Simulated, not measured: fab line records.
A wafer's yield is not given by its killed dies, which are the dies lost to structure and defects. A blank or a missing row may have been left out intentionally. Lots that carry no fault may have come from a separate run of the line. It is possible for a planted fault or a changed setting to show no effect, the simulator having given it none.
fab line records	flow nand_harc	part 1 of 2: steps 1 to 24 of 30
[record] lots = 5	wafers = 15	last_day = 31
route steps=1302 shown A_STAIRCASE@640
lots untouched by any fault: they come from a run of this same line in which no faults occurred
start_h: hours from the record's first day to the start of the lot's first wafer shown	wait_h: how many hours have passed since the lot's step before this one	" same as the row above	L1.1+2: a row that stands for several wafers	- no value, or no start given	* or withheld: withheld	< > ~ a bound
route shown NAME@n: a module of which the file shows steps, and the number in the route of the first	usual: mean and standard deviation over wafers with no fault	same: alike in all rows	chamber/n: place in a boat	sites: readings site by site	_std_site: how widely they spread, as a standard deviation	_edge_site: outer sites' mean less inner sites'	radius_mm: how far each site lies from the wafer's centre	mask NAME#n: copy n	behind: tool/chamber where the wafer was last shaped	hold: why the lot was held/for how many hours/how that ended	device: transistor that didn't switch, given as n, p or np	end of line: at the end of the route, the tests of the same wafers	where a step has no rows: the recipe by itself	killed: the dies lost at the first sort to structure and to defects; this is not the yield of the wafer	map: shows each die of a wafer: x if killed, . if not, _ if none is there
set.NAME: setting as actually run; set.NAME@STEP: the setting as run at that earlier step	model.NAME: the simulator's own value behind a step, which no gauge read
certain route steps with their lots: each step a table, each wafer a row
services: a tool's chamber out of use, with start hour (start_h, from the record's first day; less than 0 if before it), hours out, and reason
[[steps]]
[step NHARC_A_STAIRCASE_DEHYDRATE_158]
[recipe] temp_c = 150	time_s = 120
[usual] exhaust_pa = 45.1/0.84
lot.wafer	tool	chamber	start_h	wait_h	exhaust_pa
L081.1	litho_track-07	0	425.25	0.2	44.5
L081.3	"	0	"	"	45.1
L081.6	"	0	"	"	44.3
L084.2	litho_track-07	0	450.51	0.3	44.5
L084.4	"	0	"	"	44.4
L084.5	"	0	"	"	45.5
L089.3	litho_track-07	0	483.81	0.2	45.8
L089.4	"	0	"	"	45.9
L089.6	"	0	"	"	44.8
L090.2	litho_track-03	0	507.81	0.2	44.0
L090.5	"	0	"	"	45.8
L090.6	"	0	"	"	44.5
L093.1	litho_track-07	0	527.87	0.2	45.2
L093.4	"	0	"	"	44.6
L093.6	"	0	"	"	44.9
[step NHARC_A_STAIRCASE_HMDS_159]
[recipe] time_s = 30
[usual] exhaust_pa = 45.1/1.1
lot.wafer	tool	chamber	start_h	wait_h	exhaust_pa
L081.1	litho_track-07	0	-	-	45.2
L081.3	"	0	"	"	44.2
L081.6	"	0	"	"	45.3
L084.2	litho_track-07	0	-	-	45.4
L084.4	"	0	"	"	44.7
L084.5	"	0	"	"	45.0
L089.3	litho_track-07	0	-	-	45.4
L089.4	"	0	"	"	45.9
L089.6	"	0	"	"	44.7
L090.2	litho_track-03	0	-	-	44.2
L090.5	"	0	"	"	45.1
L090.6	"	0	"	"	43.9
L093.1	litho_track-07	0	-	-	46.3
L093.4	"	0	"	"	44.7
L093.6	"	0	"	"	45.5
[step NHARC_A_STAIRCASE_COAT_160]
[recipe] spin_rpm = 1200
[usual] exhaust_pa = 44.9/0.75	spin_speed_rpm = 1200.0/0.92
lot.wafer	tool	chamber	start_h	wait_h	exhaust_pa	spin_speed_rpm
L081.1	litho_track-07	0	-	-	44.1	1199.8
L081.3	"	0	"	"	45.2	1200.8
L081.6	"	0	"	"	43.9	1199.0
L084.2	litho_track-07	0	-	-	43.9	1199.7
L084.4	"	0	"	"	45.1	1200.4
L084.5	"	0	"	"	45.1	1199.5
L089.3	litho_track-07	0	-	-	44.6	1201.4
L089.4	"	0	"	"	44.0	1199.6
L089.6	"	0	"	"	46.2	1200.7
L090.2	litho_track-03	0	-	-	46.2	1199.8
L090.5	"	0	"	"	44.9	1199.3
L090.6	"	0	"	"	44.1	1199.2
L093.1	litho_track-07	0	-	-	44.5	1200.3
L093.4	"	0	"	"	44.9	1199.7
L093.6	"	0	"	"	45.0	1199.3
[step NHARC_A_STAIRCASE_SOFTBAKE_161]
[recipe] temp_c = 135	time_s = 170
[usual] exhaust_pa = 45.2/0.89
lot.wafer	tool	chamber	start_h	wait_h	exhaust_pa
L081.1	litho_track-07	0	-	-	46.5
L081.3	"	0	"	"	45.0
L081.6	"	0	"	"	44.5
L084.2	litho_track-07	0	-	-	45.1
L084.4	"	0	"	"	44.5
L084.5	"	0	"	"	43.3
L089.3	litho_track-07	0	-	-	46.2
L089.4	"	0	"	"	46.1
L089.6	"	0	"	"	46.5
L090.2	litho_track-03	0	-	-	44.6
L090.5	"	0	"	"	42.1
L090.6	"	0	"	"	43.9
L093.1	litho_track-07	0	-	-	45.7
L093.4	"	0	"	"	45.8
L093.6	"	0	"	"	46.2
[step NHARC_A_STAIRCASE_EBR_162]
[usual] exhaust_pa = 44.9/0.88
lot.wafer	tool	chamber	start_h	wait_h	exhaust_pa
L081.1	litho_track-07	0	-	-	45.2
L081.3	"	0	"	"	45.1
L081.6	"	0	"	"	44.4
L084.2	litho_track-07	0	-	-	44.0
L084.4	"	0	"	"	44.5
L084.5	"	0	"	"	44.5
L089.3	litho_track-07	0	-	-	45.8
L089.4	"	0	"	"	45.1
L089.6	"	0	"	"	45.5
L090.2	litho_track-03	0	-	-	45.4
L090.5	"	0	"	"	43.9
L090.6	"	0	"	"	43.7
L093.1	litho_track-07	0	-	-	45.6
L093.4	"	0	"	"	44.5
L093.6	"	0	"	"	45.5
[step NHARC_A_STAIRCASE_EXPOSE_163]
[recipe] na = 0.5	dose_mj = 20.01	mask_id = STAIR_OPEN
lot.wafer	tool	chamber	start_h	wait_h	mask
L081.1+3+6	krf_scanner-01	0	425.59	-	STAIR_OPEN#0
L084.2+4+5	krf_scanner-02	0	450.84	-	STAIR_OPEN#0
L089.3+4+6	krf_scanner-02	0	484.16	-	STAIR_OPEN#0
L090.2+5+6	krf_scanner-02	0	508.15	-	STAIR_OPEN#0
L093.1+4+6	krf_scanner-01	0	528.20	-	STAIR_OPEN#0
[step NHARC_A_STAIRCASE_PEB_164]
[recipe] peb_temp_c = 115	peb_time_s = 130
[usual] exhaust_pa = 44.9/0.78
lot.wafer	tool	chamber	start_h	wait_h	exhaust_pa
L081.1	litho_track-03	0	425.65	0.1	44.1
L081.3	"	0	"	"	44.3
L081.6	"	0	"	"	44.7
L084.2	litho_track-07	0	450.90	0.1	44.7
L084.4	"	0	"	"	46.3
L084.5	"	0	"	"	45.6
L089.3	litho_track-02	0	484.21	0.0	45.3
L089.4	"	0	"	"	44.4
L089.6	"	0	"	"	45.4
L090.2	litho_track-07	0	508.21	0.1	45.1
L090.5	"	0	"	"	45.1
L090.6	"	0	"	"	44.2
L093.1	litho_track-07	0	528.27	0.1	44.1
L093.4	"	0	"	"	45.8
L093.6	"	0	"	"	45.6
[step NHARC_A_STAIRCASE_DEVELOP_165]
[recipe] time_s = 140
[usual] exhaust_pa = 44.9/0.85
lot.wafer	tool	chamber	start_h	wait_h	exhaust_pa
L081.1	litho_track-03	0	-	-	44.4
L081.3	"	0	"	"	45.6
L081.6	"	0	"	"	44.4
L084.2	litho_track-07	0	-	-	44.4
L084.4	"	0	"	"	45.8
L084.5	"	0	"	"	44.1
L089.3	litho_track-02	0	-	-	45.9
L089.4	"	0	"	"	45.6
L089.6	"	0	"	"	43.7
L090.2	litho_track-07	0	-	-	45.0
L090.5	"	0	"	"	44.5
L090.6	"	0	"	"	44.5
L093.1	litho_track-07	0	-	-	44.1
L093.4	"	0	"	"	44.3
L093.6	"	0	"	"	44.9
[step NHARC_A_STAIRCASE_HARDBAKE_167]
[recipe] temp_c = 120	time_s = 140
[usual] exhaust_pa = 45.1/0.97
lot.wafer	tool	chamber	start_h	wait_h	exhaust_pa
L081.1	litho_track-07	0	425.87	-	45.9
L081.3	"	0	"	"	45.6
L081.6	"	0	"	"	46.9
L084.2	litho_track-07	0	451.13	-	47.1
L084.4	"	0	"	"	46.8
L084.5	"	0	"	"	46.6
L089.3	litho_track-02	0	484.44	-	45.1
L089.4	"	0	"	"	45.7
L089.6	"	0	"	"	46.0
L090.2	litho_track-02	0	508.43	-	44.4
L090.5	"	0	"	"	43.9
L090.6	"	0	"	"	43.9
L093.1	litho_track-07	0	528.49	-	43.5
L093.4	"	0	"	"	43.9
L093.6	"	0	"	"	45.0
[step NHARC_A_STAIRCASE_DESCUM_168]
[recipe] time_s = 3	o2_flow_sccm = 200	ar_flow_sccm = 0	bias_power_w = 0	chemistry = O2
[usual] chamber_pressure_mTorr = 60.00/0.055	drypump_motor_current_A = 5.9/0.42	oes_product_au = 0.997/0.0086	rf_vpp_V = 57.8/0.83	showerhead_plenum_p_Torr = 1.93/0.086	throttle_valve_pct = 11.311/0.0087
lot.wafer	tool	chamber	start_h	wait_h	chamber_pressure_mTorr	drypump_motor_current_A	oes_product_au	rf_hours_counter_h	rf_vpp_V	showerhead_plenum_p_Torr	throttle_valve_pct
L081.3	rie_diel-06	2	425.97	-	60.01	5.0	0.987	36	59.1	1.91	11.316
L081.1	"	3	"	"	59.97	6.0	0.993	40	58.2	1.90	11.302
L081.6	"	2	"	"	59.91	5.0	0.983	-	57.3	1.91	11.302
L084.2	rie_diel-07	2	451.21	-	60.09	5.7	0.998	58	58.4	2.02	11.311
L084.4	"	0	"	"	60.00	6.2	0.985	50	57.2	1.81	11.309
L084.5	"	2	"	"	59.96	5.7	0.997	-	58.5	2.02	11.317
L089.4	rie_diel-07	0	484.53	-	60.04	6.2	0.996	1	56.6	1.81	11.319
L089.3	"	1	"	"	59.93	6.7	1.019	1	55.9	1.79	11.296
L089.6	"	3	"	"	59.98	5.6	0.987	-	56.4	1.86	11.321
L090.2	rie_diel-06	1	508.52	-	59.95	6.2	0.993	4	57.7	1.87	11.314
L090.6	"	1	"	"	60.03	6.2	0.993	-	58.4	1.87	11.303
L090.5	"	2	"	"	60.00	5.1	0.996	-	56.0	1.90	11.301
L093.4	rie_diel-11	3	528.58	-	60.05	5.9	1.005	28	58.1	1.86	11.312
L093.1	"	1	"	"	60.03	6.1	1.000	30	57.3	2.07	11.311
L093.6	"	3	"	"	59.94	5.9	1.004	-	58.3	1.86	11.324
[step NHARC_A_STAIRCASE_ETCH_169]
[recipe] target_depth_a = 500	time_s = 107.1	ion_energy_ev = 120	ch3f_flow_sccm = 50	o2_flow_sccm = 30	ar_flow_sccm = 200	rf_w = 500	bias_w = 100	chemistry = CH3F/O2
[usual] chamber_pressure_mTorr = 24.997/0.02	drypump_motor_current_A = 5.9/0.41	oes_product_au = 0.953/0.017	rf_fwd_power_W = 496.8/1.7	rf_vpp_V = 244.6/1.8	showerhead_plenum_p_Torr = 2.48/0.11	throttle_valve_pct = 20.663/0.0094
lot.wafer	tool	chamber	start_h	wait_h	chamber_pressure_mTorr	drypump_motor_current_A	oes_product_au	rf_fwd_power_W	rf_hours_counter_h	rf_vpp_V	showerhead_plenum_p_Torr	throttle_valve_pct
L081.3	rie_diel-06	0	426.05	0.1	25.008	6.1	0.977	499.6	38	246.4	2.49	20.672
L081.1	"	3	"	"	25.007	6.0	0.973	494.6	40	244.3	2.44	20.668
L081.6	"	1	"	"	24.965	6.2	0.966	496.7	-	245.3	2.42	20.661
L084.4	rie_diel-07	1	451.30	0.1	24.979	6.7	0.959	497.4	54	240.3	2.31	20.663
L084.2	"	0	"	"	24.982	6.2	0.949	497.5	50	243.1	2.34	20.654
L084.5	"	2	"	"	24.998	5.7	0.948	497.6	-	245.8	2.59	20.665
L089.3	rie_diel-07	1	484.60	0.1	24.975	6.6	0.989	497.8	1	242.7	2.30	20.655
L089.4	"	2	"	"	24.980	5.7	0.991	497.9	1	245.2	2.59	20.679
L089.6	"	2	"	"	25.044	5.7	0.980	495.1	-	246.5	2.59	20.660
L090.2	rie_diel-06	3	508.61	0.1	24.972	6.0	0.981	494.9	4	243.4	2.43	20.685
L090.5	"	2	"	"	25.011	5.0	0.961	497.4	-	246.6	2.44	20.666
L090.6	"	3	"	"	24.976	6.0	0.982	495.0	-	245.2	2.43	20.667
L093.1	rie_diel-11	2	528.78	0.2	25.008	5.5	0.922	501.0	23	246.6	2.62	20.676
L093.4	"	3	"	"	25.004	5.9	0.939	494.3	28	244.1	2.39	20.670
L093.6	"	2	"	"	24.975	5.5	0.941	501.8	-	246.7	2.62	20.668
[step NHARC_A_STAIRCASE_ETCH_170]
[recipe] target_depth_a = 2000	time_s = 66.667	ion_energy_ev = 250	c4f6_flow_sccm = 25	o2_flow_sccm = 20	ar_flow_sccm = 500	rf_w = 600	bias_w = 500	chemistry = C4F6/O2
[usual] chamber_pressure_mTorr = 30.00/0.03	drypump_motor_current_A = 5.9/0.42	oes_product_au = 0.970/0.014	rf_fwd_power_W = 594.7/2	rf_vpp_V = 547/3.2	showerhead_plenum_p_Torr = 3.95/0.16	throttle_valve_pct = 26.903/0.0087
lot.wafer	tool	chamber	start_h	wait_h	chamber_pressure_mTorr	drypump_motor_current_A	oes_product_au	rf_fwd_power_W	rf_hours_counter_h	rf_vpp_V	showerhead_plenum_p_Torr	throttle_valve_pct
L081.3	rie_diel-06	1	-	-	30.01	6.2	0.961	596.3	39	545	3.86	26.897
L081.1	"	0	"	"	30.00	6.1	0.968	594.2	39	549	3.97	26.909
L081.6	"	2	"	"	30.02	5.1	0.950	595.8	-	545	3.91	26.898
L084.2	rie_diel-07	2	-	-	30.00	5.7	0.966	592.0	58	551	4.12	26.906
L084.4	"	0	"	"	29.97	6.2	0.950	595.8	51	543	3.74	26.897
L084.5	"	3	"	"	29.96	5.6	0.963	594.1	-	545	3.82	26.907
L089.4	rie_diel-07	0	-	-	30.05	6.2	0.966	593.1	1	542	3.73	26.902
L089.3	"	1	"	"	30.03	6.7	1.002	594.1	1	541	3.69	26.889
L089.6	"	1	"	"	29.99	6.7	0.998	594.5	-	543	3.69	26.895
L090.2	rie_diel-06	1	-	-	30.00	6.2	0.950	593.7	4	545	3.85	26.906
L090.5	"	3	"	"	30.02	6.0	0.986	594.3	-	545	3.88	26.907
L090.6	"	0	"	"	30.02	6.1	0.979	597.0	-	548	3.95	26.894
L093.4	rie_diel-11	2	-	-	29.98	5.5	0.988	596.5	23	552	4.17	26.897
L093.1	"	1	"	"	30.03	6.1	0.995	592.5	30	553	4.21	26.913
L093.6	"	3	"	"	30.01	5.9	0.991	591.6	-	545	3.82	26.887
[step NHARC_A_STAIRCASE_STRIP_171]
[recipe] power_w = 1500	temp_c = 250	chemistry = O2
[usual] drypump_motor_current_A = 5.8/0.47	heater_power_w = 297/18
lot.wafer	tool	chamber	start_h	wait_h	drypump_motor_current_A	heater_power_w	rf_hours_counter_h
L081.1	plasma_asher-01	0	426.28	-	5.9	269	13
L081.3	"	1	"	"	6.5	305	-
L081.6	"	0	"	"	5.9	271	-
L084.2	plasma_asher-02	0	451.55	-	5.5	317	4
L084.4	"	1	"	"	5.2	295	-
L084.5	"	0	"	"	5.5	314	-
L089.4	plasma_asher-01	1	484.93	-	6.5	307	-
L089.3	"	0	"	"	5.8	266	-
L089.6	"	0	"	"	5.8	263	-
L090.2	plasma_asher-02	0	508.84	-	5.5	319	16
L090.5	"	0	"	"	5.5	311	-
L090.6	"	1	"	"	5.2	296	-
L093.1	plasma_asher-01	0	529.06	-	5.8	280	0
L093.4	"	1	"	"	6.5	299	-
L093.6	"	0	"	"	5.8	268	-
[step NHARC_A_STAIRCASE_STRIP_172]
[recipe] time_s = 900	temp_c = 130	chemistry = SPM
lot.wafer	tool	chamber	start_h	wait_h
L081.6+1+3	wet_bench-05	6,7,0	426.66	0.1
L084.4+5+2	wet_bench-01	5,7,0	451.90	0.2
L089.6+3+4	wet_bench-02	0,1,4	485.18	0.1
L090.5+2+6	wet_bench-01	0,1,4	509.18	0.1
L093.1+4+6	wet_bench-02	3,4,7	529.41	0.3
[step NHARC_A_STAIRCASE_PRECLEAN_173]
[recipe] time_s = *	temp_c = 50	bath_age_min = 0	chemistry = SC1
[usual] diw_flow_mL_min = 1415/4.5
lot.wafer	tool	chamber	start_h	wait_h	diw_flow_mL_min
L081.6	wet_bench-05	6	-	-	1414
L081.1	"	7	"	"	1413
L081.3	"	0	"	"	1417
L084.4	wet_bench-01	5	-	-	1413
L084.5	"	7	"	"	1419
L084.2	"	0	"	"	1405
L089.6	wet_bench-02	0	-	-	1421
L089.3	"	1	"	"	1414
L089.4	"	4	"	"	1414
L090.5	wet_bench-01	0	-	-	1425
L090.2	"	1	"	"	1418
L090.6	"	4	"	"	1403
L093.1	wet_bench-02	3	-	-	1417
L093.4	"	4	"	"	1418
L093.6	"	7	"	"	1416
[step NHARC_A_STAIRCASE_SRD_174]
lot.wafer	tool	chamber	start_h	wait_h
L081.6+1+3	wet_bench-05	6,7,0	-	-
L084.4+5+2	wet_bench-01	5,7,0	-	-
L089.6+3+4	wet_bench-02	0,1,4	-	-
L090.5+2+6	wet_bench-01	0,1,4	-	-
L093.1+4+6	wet_bench-02	3,4,7	-	-
[step NHARC_A_STAIRCASE_DEHYDRATE_01]
[recipe] temp_c = 150	time_s = 120
[usual] exhaust_pa = 45.1/0.83
lot.wafer	tool	chamber	start_h	wait_h	exhaust_pa
L081.1	litho_track-02	0	427.09	-	45.5
L081.3	"	0	"	"	44.8
L081.6	"	0	"	"	45.8
L084.2	litho_track-02	0	452.36	-	44.6
L084.4	"	0	"	"	44.0
L084.5	"	0	"	"	44.5
L089.3	litho_track-07	0	485.64	-	45.0
L089.4	"	0	"	"	45.7
L089.6	"	0	"	"	45.3
L090.2	litho_track-07	0	509.64	-	45.6
L090.5	"	0	"	"	45.1
L090.6	"	0	"	"	45.0
L093.1	litho_track-07	0	529.86	-	46.4
L093.4	"	0	"	"	44.9
L093.6	"	0	"	"	45.8
[step NHARC_A_STAIRCASE_HMDS_02]
[recipe] time_s = 30
[usual] exhaust_pa = 44.8/0.96
lot.wafer	tool	chamber	start_h	wait_h	exhaust_pa
L081.1	litho_track-02	0	-	-	45.2
L081.3	"	0	"	"	45.6
L081.6	"	0	"	"	46.6
L084.2	litho_track-02	0	-	-	45.5
L084.4	"	0	"	"	45.1
L084.5	"	0	"	"	44.3
L089.3	litho_track-07	0	-	-	42.2
L089.4	"	0	"	"	44.1
L089.6	"	0	"	"	45.0
L090.2	litho_track-07	0	-	-	46.1
L090.5	"	0	"	"	42.9
L090.6	"	0	"	"	45.8
L093.1	litho_track-07	0	-	-	44.9
L093.4	"	0	"	"	43.7
L093.6	"	0	"	"	43.6
[step NHARC_A_STAIRCASE_COAT_03]
[recipe] spin_rpm = 1200
[usual] exhaust_pa = 45.1/0.9	spin_speed_rpm = 1200.0/0.94
lot.wafer	tool	chamber	start_h	wait_h	exhaust_pa	spin_speed_rpm
L081.1	litho_track-02	0	-	-	45.2	1198.7
L081.3	"	0	"	"	45.1	1200.1
L081.6	"	0	"	"	45.5	1199.8
L084.2	litho_track-02	0	-	-	45.6	1198.9
L084.4	"	0	"	"	46.5	1198.5
L084.5	"	0	"	"	45.8	1200.4
L089.3	litho_track-07	0	-	-	43.9	1199.5
L089.4	"	0	"	"	43.7	1200.3
L089.6	"	0	"	"	42.7	1199.7
L090.2	litho_track-07	0	-	-	44.7	1201.2
L090.5	"	0	"	"	44.8	1200.7
L090.6	"	0	"	"	45.7	1199.5
L093.1	litho_track-07	0	-	-	46.7	1198.3
L093.4	"	0	"	"	45.2	1199.0
L093.6	"	0	"	"	46.0	1200.3
[step NHARC_A_STAIRCASE_SOFTBAKE_04]
[recipe] temp_c = 135	time_s = 170
[usual] exhaust_pa = 45.1/0.84
lot.wafer	tool	chamber	start_h	wait_h	exhaust_pa
L081.1	litho_track-02	0	-	-	44.5
L081.3	"	0	"	"	45.4
L081.6	"	0	"	"	45.2
L084.2	litho_track-02	0	-	-	45.1
L084.4	"	0	"	"	46.4
L084.5	"	0	"	"	44.2
L089.3	litho_track-07	0	-	-	44.3
L089.4	"	0	"	"	44.3
L089.6	"	0	"	"	44.3
L090.2	litho_track-07	0	-	-	46.1
L090.5	"	0	"	"	44.4
L090.6	"	0	"	"	44.7
L093.1	litho_track-07	0	-	-	46.1
L093.4	"	0	"	"	45.8
L093.6	"	0	"	"	44.9
[step NHARC_A_STAIRCASE_EBR_05]
[usual] exhaust_pa = 45.1/0.89
lot.wafer	tool	chamber	start_h	wait_h	exhaust_pa
L081.1	litho_track-02	0	-	-	45.5
L081.3	"	0	"	"	46.2
L081.6	"	0	"	"	45.2
L084.2	litho_track-02	0	-	-	45.2
L084.4	"	0	"	"	44.3
L084.5	"	0	"	"	45.8
L089.3	litho_track-07	0	-	-	44.5
L089.4	"	0	"	"	45.7
L089.6	"	0	"	"	44.9
L090.2	litho_track-07	0	-	-	44.5
L090.5	"	0	"	"	45.4
L090.6	"	0	"	"	45.4
L093.1	litho_track-07	0	-	-	45.7
L093.4	"	0	"	"	45.2
L093.6	"	0	"	"	45.5
[step NHARC_A_STAIRCASE_EXPOSE_06]
[recipe] na = 0.5	dose_mj = 25.43	mask_id = STAIR
lot.wafer	tool	chamber	start_h	wait_h	mask
L081.1+3+6	krf_scanner-04	0	427.43	-	STAIR#0
L084.2+4+5	krf_scanner-04	0	452.57	-	STAIR#0
L089.3+4+6	krf_scanner-04	0	485.98	-	STAIR#0
L090.2+5+6	krf_scanner-01	0	509.98	-	STAIR#0
L093.1+4+6	krf_scanner-01	0	530.07	-	STAIR#0
[step NHARC_A_STAIRCASE_PEB_07]
[recipe] peb_temp_c = 115	peb_time_s = 130
[usual] exhaust_pa = 45.3/0.86
lot.wafer	tool	chamber	start_h	wait_h	exhaust_pa
L081.1	litho_track-02	0	427.49	0.1	44.1
L081.3	"	0	"	"	43.7
L081.6	"	0	"	"	43.3
L084.2	litho_track-02	0	452.63	0.1	45.5
L084.4	"	0	"	"	45.5
L084.5	"	0	"	"	45.0
L089.3	litho_track-02	0	486.04	0.1	44.9
L089.4	"	0	"	"	45.8
L089.6	"	0	"	"	45.8
L090.2	litho_track-03	0	510.05	0.1	45.8
L090.5	"	0	"	"	46.0
L090.6	"	0	"	"	46.1
L093.1	litho_track-07	0	530.14	0.1	44.9
L093.4	"	0	"	"	46.9
L093.6	"	0	"	"	45.6
[step NHARC_A_STAIRCASE_DEVELOP_08]
[recipe] time_s = 140
[usual] exhaust_pa = 45.2/0.89
lot.wafer	tool	chamber	start_h	wait_h	exhaust_pa
L081.1	litho_track-02	0	-	-	45.4
L081.3	"	0	"	"	44.0
L081.6	"	0	"	"	44.9
L084.2	litho_track-02	0	-	-	45.0
L084.4	"	0	"	"	45.0
L084.5	"	0	"	"	45.5
L089.3	litho_track-02	0	-	-	44.3
L089.4	"	0	"	"	45.5
L089.6	"	0	"	"	44.4
L090.2	litho_track-03	0	-	-	45.4
L090.5	"	0	"	"	46.7
L090.6	"	0	"	"	45.5
L093.1	litho_track-07	0	-	-	45.2
L093.4	"	0	"	"	45.6
L093.6	"	0	"	"	46.5
